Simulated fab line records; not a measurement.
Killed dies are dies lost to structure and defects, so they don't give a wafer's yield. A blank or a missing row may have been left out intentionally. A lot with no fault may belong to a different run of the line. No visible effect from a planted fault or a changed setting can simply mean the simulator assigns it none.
fab line records | flow nandHarc
record: lots: 6 wafers: 18 lastDay: 32
route steps=1302 shown P_M2@349 P_BONDPAD@351
lots untouched by any fault: they come from a run of this same line in which no faults occurred
startH: hours from the record's opening day to when the first of the lot's shown wafers began | waitH: hours since the lot's step before | " as in the row above | L1.1+2: a single row standing in for several wafers | - value missing, or start not given | * or withheld: withheld | < > ~ a bound
route shown NAME@n: a module of which the file shows steps, and the number in the route of the first | usual: mean/standard deviation of fault-free wafers | same: alike in all rows | chamber/n: place in a boat | sites: each site's reading | _std_site: standard deviation across them | _edge_site: the outer-site mean with the inner-site mean subtracted | radiusMm: for every site, how far away it sits from the centre of the wafer | mask NAME#n: copy n | behind: the most recent tool/chamber to have shaped the wafer | hold: reason for holding the lot/hours on hold/outcome of the hold | device: names the non-switching transistor (n, p or np) | end of line: at the end of the route, the tests of the same wafers | for a step that has no rows: nothing shown but its recipe | killed: count of dies lost to structure and defects at first sort (not the wafer's yield) | map: per-die view of a wafer (x killed, . not killed, _ where there is no die)
set.NAME: the setting as run; set.NAME@STEP: as run at that earlier step | model.NAME: the simulator's own value behind a step, which no gauge read
a table for each step, a row for each wafer; lots at some steps of the route
services: from which hour (startH, from the record's first day; less than 0 if before it) a tool's chamber was out of use, for how many hours, and why
== steps ==
step: NHARC_P_M2_PRE_CLEAN_32
recipe: timeS: 12 tempC: 370 rfPowerW: 300 gas: NH3
usual: heaterPowerOuterW: 394/66 heaterPowerW: 637/86
columns lot.wafer tool chamber startH waitH heaterPowerOuterW heaterPowerW
L489.2 pecvd-03 2 279.56 0.1 434 709
L489.5 " 0 " " 464 733
L489.4 " 1 " " 387 605
L490.3 pecvd-03 2 290.65 0.1 450 700
L490.2 " 0 " " 512 769
L490.6 " 0 " " 480 774
L491.1 pecvd-04 0 294.03 0.1 324 552
L491.4 " 1 " " 366 635
L491.5 " 2 " " 300 551
L492.2 pecvd-03 2 306.41 0.1 462 724
L492.1 " 0 " " 453 731
L492.6 " 0 " " 464 720
L493.3 pecvd-03 0 315.31 0.1 540 829
L493.4 " 2 " " 410 652
L493.6 " 1 " " 391 621
L496.1 pecvd-01 0 339.88 0.1 432 670
L496.3 " 2 " " 295 499
L496.6 " 2 " " 290 504
step: NHARC_P_M2_DEP_33
recipe: targetThkA: 300 tempC: 370 targetThkNm: 30 pressureTorr: 3 flowSccm: 200 rfW: 450 material: SiCN
usual: heaterPowerOuterW: 357/69 heaterPowerW: 590/92
columns lot.wafer tool chamber startH waitH heaterPowerOuterW heaterPowerW
L489.2 pecvd-03 2 279.64 0.1 373 614
L489.5 " 0 " " 492 745
L489.4 " 1 " " 357 571
L490.3 pecvd-03 2 290.76 0.1 401 645
L490.2 " 0 " " 495 766
L490.6 " 0 " " 503 762
L491.1 pecvd-04 0 294.17 0.1 259 473
L491.4 " 1 " " 347 608
L491.5 " 2 " " 309 554
L492.2 pecvd-03 2 306.52 0.1 410 647
L492.1 " 0 " " 503 778
L492.6 " 0 " " 511 805
L493.3 pecvd-03 0 315.42 0.1 427 716
L493.4 " 2 " " 395 628
L493.6 " 1 " " 364 568
L496.1 pecvd-01 0 339.96 0.1 366 608
L496.3 " 2 " " 241 434
L496.6 " 2 " " 243 436
step: NHARC_P_BONDPAD_DEP_00
recipe: targetThkA: 2500 tempC: 370 targetThkNm: 250 pressureTorr: 3 flowSccm: 200 rfW: 450 material: SiCN
usual: heaterPowerOuterW: 352/69 heaterPowerW: 582/93
columns lot.wafer tool chamber startH waitH heaterPowerOuterW heaterPowerW
L489.2 pecvd-01 1 280.10 - 376 592
L489.5 " 0 " " 414 675
L489.4 " 1 " " 374 594
L490.2 pecvd-01 0 291.10 - 387 655
L490.3 " 1 " " 381 600
L490.6 " 1 " " 297 484
L491.1 pecvd-01 1 294.77 - 323 535
L491.4 " 2 " " 288 500
L491.5 " 0 " " 426 687
L492.2 pecvd-01 0 306.89 - 344 567
L492.1 " 1 " " 375 595
L492.6 " 0 " " 348 583
L493.3 pecvd-04 2 315.84 - 321 574
L493.4 " 1 " " 362 644
L493.6 " 2 " " 331 585
L496.3 pecvd-01 0 - - 373 607
L496.1 " 1 " " 291 478
L496.6 " 2 " " 211 405
step: NHARC_P_BONDPAD_CMP_32
recipe: targetThkNm: 200 material: SiCN
usual: motorCurrentA: 11.8/1
columns lot.wafer tool chamber startH waitH motorCurrentA
L489.2 cmp-02 1 280.51 - 10.7
L489.4 " 2 " " 11.4
L489.5 " 0 " " 11.4
L490.3 cmp-02 2 291.53 - 10.8
L490.2 " 3 " " 11.7
L490.6 " 1 " " 11.4
L491.1 cmp-04 1 295.12 - 12.5
L491.4 " 2 " " 14.1
L491.5 " 1 " " 12.4
L492.1 cmp-01 2 307.30 - 12.2
L492.2 " 0 " " 11.1
L492.6 " 3 " " 11.3
L493.3 cmp-02 3 316.20 - 11.7
L493.4 " 2 " " 11.1
L493.6 " 0 " " 11.0
L496.3 cmp-02 2 340.78 - 11.6
L496.1 " 3 " " 12.3
L496.6 " 1 " " 10.5
step: NHARC_P_BONDPAD_THK_MEAS_33
recipe: thkMeasGauge: ellipsometry
usual: thkNm: 200.1/1.7
columns lot.wafer tool chamber startH waitH thkNm
L489.2 filmMetro-02 - 280.71 0.2 200.9
L489.4 " - " " 201.0
L489.5 " - " " 198.7
L490.2 filmMetro-02 - 291.77 0.2 199.6
L490.3 " - " " 200.8
L490.6 " - " " 198.9
L491.1 filmMetro-01 - 295.34 0.2 203.6
L491.4 " - " " 203.2
L491.5 " - " " 201.2
L492.1 filmMetro-01 - 307.55 0.2 198.4
L492.2 " - " " 200.4
L492.6 " - " " 201.4
L493.3 filmMetro-02 - 316.45 0.2 197.8
L493.4 " - " " 198.5
L493.6 " - " " 199.7
L496.1 filmMetro-01 - 341.01 0.2 200.4
L496.3 " - " " 202.0
L496.6 " - " " 201.6
step: NHARC_P_BONDPAD_SRD_34
step: NHARC_P_BONDPAD_DEHYDRATE_01
recipe: tempC: 150 timeS: 120
step: NHARC_P_BONDPAD_HMDS_02
recipe: timeS: 30
step: NHARC_P_BONDPAD_COAT_36
recipe: tempC: 200 timeS: 65
step: NHARC_P_BONDPAD_COAT_03
recipe: spinRpm: 2000 resistThkNm: 600
step: NHARC_P_BONDPAD_SOFTBAKE_04
recipe: tempC: 125 timeS: 70
step: NHARC_P_BONDPAD_EBR_05
step: NHARC_P_BONDPAD_EXPOSE_06
recipe: na: 0.55 doseMj: 37.06 maskId: P_BPAD
usual: exposureDoseMJCm2: 37.25/0.22 focusOffsetNm: 0.1/0.52
columns lot.wafer tool chamber startH waitH mask exposureDoseMJCm2 focusOffsetNm
L489.2 krfScanner-03 0 281.01 - P_BPAD#0 37.03 -0.9
L489.4 " 0 " " P_BPAD#0 37.00 -0.7
L489.5 " 0 " " P_BPAD#0 36.99 0.2
L490.2 krfScanner-01 0 292.18 - P_BPAD#0 37.41 -0.3
L490.3 " 0 " " P_BPAD#0 37.48 0.1
L490.6 " 0 " " P_BPAD#0 37.41 -0.3
L491.1 krfScanner-03 - 295.76 - P_BPAD#0 - -
L491.4 " - " " P_BPAD#0 - -
L491.5 " - " " P_BPAD#0 - -
L492.1 krfScanner-01 - 307.96 - P_BPAD#0 - -
L492.2 " - " " P_BPAD#0 - -
L492.6 " - " " P_BPAD#0 - -
L493.3 krfScanner-03 0 316.88 - P_BPAD#0 37.00 -0.5
L493.4 " 0 " " P_BPAD#0 37.03 -0.3
L493.6 " 0 " " P_BPAD#0 37.06 0.4
L496.1 krfScanner-03 0 341.30 - P_BPAD#0 36.99 -0.3
L496.3 " 0 " " P_BPAD#0 37.02 -0.4
L496.6 " 0 " " P_BPAD#0 37.02 -0.3
step: NHARC_P_BONDPAD_PEB_07
recipe: pebTempC: 128 pebTimeS: 80
== services ==
columns tool chamber startH hours kind
cmp-02 - 260.38 0.3 repair
pecvd-04 - 269.12 13.0 pm
pecvd-04 0 269.12 13.0 ventCycle
pecvd-04 1 269.12 13.0 ventCycle
cmp-01 - 280.31 1.3 repair
cmp-01 - 284.03 4.0 pm
krfScanner-01 - 305.16 0.7 repair
cmp-02 - 306.59 4.2 repair
cmp-04 - 307.07 4.0 pm
pecvd-01 2 308.65 4.2 repair
pecvd-01 - 311.45 13.0 pm
pecvd-01 0 311.45 13.0 ventCycle
pecvd-01 1 311.45 13.0 ventCycle
krfScanner-01 - 312.00 4.0 pm
pecvd-04 - 313.03 0.6 repair
pecvd-04 - 319.65 0.9 repair
krfScanner-03 0 320.93 - calibration
pecvd-04 1 322.90 18.7 repair
pecvd-01 0 324.45 - clean
pecvd-01 1 324.45 - clean
pecvd-01 2 324.45 - clean
cmp-02 - 330.50 4.0 pm
cmp-02 - 334.50 - consumableReplace:conditioner
cmp-02 - 334.50 - consumableReplace:pad
== key ==
firstSign: step: NHARC_P_BONDPAD_EXPOSE_06 reading: toolRecord direction: missing
effect none on later readings
metAt NHARC_P_BONDPAD_EXPOSE_06
struckWafers L491.1,L491.4,L491.5,L492.1,L492.2,L492.6
laterRowsLeftOut L491.1,L491.4,L491.5,L492.1,L492.2,L492.6
sortLeftOut L491.1,L491.4,L491.5,L492.1,L492.2,L492.6
onsetBetween 292.18 295.76
fault: kind: skippedStepWhole tool: krfScanner-01,krfScanner-03 chamber: - onsetH: 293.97 steps: NHARC_P_BONDPAD_EXPOSE_06 scope: struckLotsOnly
sortLeftOut: the simulated sort isn't trusted on such a fault, so these wafers' sort isn't shown, and their yield isn't known
laterRowsLeftOut: the simulator's readings of these wafers behind a module that went badly wrong aren't trusted and aren't shown, but for the sort
